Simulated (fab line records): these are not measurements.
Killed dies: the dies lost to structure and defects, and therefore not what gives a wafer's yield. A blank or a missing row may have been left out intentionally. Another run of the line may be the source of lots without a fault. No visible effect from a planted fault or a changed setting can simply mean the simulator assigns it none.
Lot-split experiment -- flow n5 finfet -- 21 wafers read from 7 lots, route of 1938 steps

== THE SPLIT ITSELF ==
At N5_HKMG_FIN_ETCH_58 (etches SOC in N2/H2, target depth 215.8 nm, time 741 s), the setting source w was moved away from the recipe's 875 W on 9 of the 21 wafers read, by -12.1% to +14.9%. This setting was run at the recipe's value on the other wafers.

Reading taken at the split's own step.

== THE READING ==
rf vpp V, in V, at N5_HKMG_FIN_ETCH_58 (etches SOC in N2/H2, target depth 215.8 nm, time 741 s). Typical for fault-free wafers on this fab line: 99.3 V, with standard deviation 0.98 V.

wafer,"tool, chamber at the split","source w as run, W",against the recipe,"rf vpp V, V",against lot-mates on the recipe
L076.1,"rie diel-04, 1",875,recipe,99.1,-
L076.4,"rie diel-04, 0",800.7,-8.5%,102.2,+3.1
L076.5,"rie diel-04, 3",800.7,-8.5%,104.1,+5.0
L078.2,"rie diel-01, 2",1005,+14.9%,95.2,-6.0
L078.5,"rie diel-01, 2",875,recipe,101.2,-
L078.6,"rie diel-01, 3",1005,+14.9%,95.0,-6.2
L079.2,"rie diel-04, 3",976.5,+11.6%,96.8,-0.9
L079.3,"rie diel-04, 1",976.5,+11.6%,95.6,-2.1
L079.5,"rie diel-04, 3",875,recipe,97.7,-
L082.2,"rie diel-01, 2",875,recipe,100.2,-
L082.4,"rie diel-01, 3",788.7,-9.9%,102.5,+2.4
L082.6,"rie diel-01, 2",875,recipe,99.9,-
L086.1,"rie diel-02, 2",875,recipe,99.4,-
L086.5,"rie diel-02, 0",875,recipe,98.7,-
L086.6,"rie diel-02, 3",829,-5.3%,103.7,+4.6
L089.4,"rie diel-02, 2",875,recipe,99.3,-
L089.5,"rie diel-02, 3",875,recipe,99.6,-
L089.6,"rie diel-02, 0",769,-12.1%,104.2,+4.8
L094.2,"rie diel-01, 2",875,recipe,99.4,-
L094.3,"rie diel-01, 3",875,recipe,99.1,-
L094.4,"rie diel-01, 0",875,recipe,98.9,-

THE FIT
A straight line over all 21 wafers: rf vpp V changes by -0.337 V for each +1% of source w; r = -0.93; the points scatter about the line by 0.99 V.
The same after taking each lot's own level away (the mean of its wafers on the recipe; 21 wafers): -0.35 V for each +1%; r = -0.92; scatter 1.2 V.
On that fit, the largest move of source w shifts the reading by 5.2 V.
The lots' own levels span 97.70 to 101.20 V, that is 3.6 times the standard deviation above.
Hence the lot-to-lot level has little effect on the slope; both slopes agree.
Check: with one of the wafers moved furthest among these (+14.9%) left out of the fit, the line predicts -4.47 V for it against its lot-mates. Against them it came out at -6 V.
Tool readings at the split's step, against how far the setting was moved: rf vpp V r = -0.93.

== FURTHER SPLITS ON THESE WAFERS ==
Before the reading, these wafers also passed through other splits. Each is held against what the fit with the lots' levels taken away leaves over:
other split on the same wafers,wafers away from the commonest value,r with rf vpp V (lot level and that fit taken away)
N5_SD_EPI_P_COAT_34 spin rpm,8,-0.50
N5_SD_EPI_P_EXPOSE_06 dose mj,4,+0.03

== THE WHOLE CHAIN: every reading that the file lists as answering this split, in the file's order ==
step,what it does,reading,change (the file's fit),r (the file's)
N5_HKMG_FIN_ETCH_58,"etches SOC in N2/H2, target depth 215.8 nm, time 741 s",rf vpp V,-0.354 V for each +1% of the setting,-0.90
N5_HKMG_FIN_ETCH_58,"etches SOC in N2/H2, target depth 215.8 nm, time 741 s","etch.depth nm (the simulator's own value, which no gauge read)",+1.7 nm for each +1% of the setting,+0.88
N5_HKMG_FIN_ETCH_58,"etches SOC in N2/H2, target depth 215.8 nm, time 741 s","SOC_of_HKMG_FIN_COAT_41.thk nm (the simulator's own value, which no gauge read)",-1.7 nm for each +1% of the setting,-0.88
N5_HKMG_FIN_ETCH_58,"etches SOC in N2/H2, target depth 215.8 nm, time 741 s","HKMG_FIN.feature depth nm (the simulator's own value, which no gauge read)",+1.7 nm for each +1% of the setting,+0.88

== FILE'S OWN FIT ==
rf vpp V changes by -0.354 V for each +1% of source w, r = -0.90.
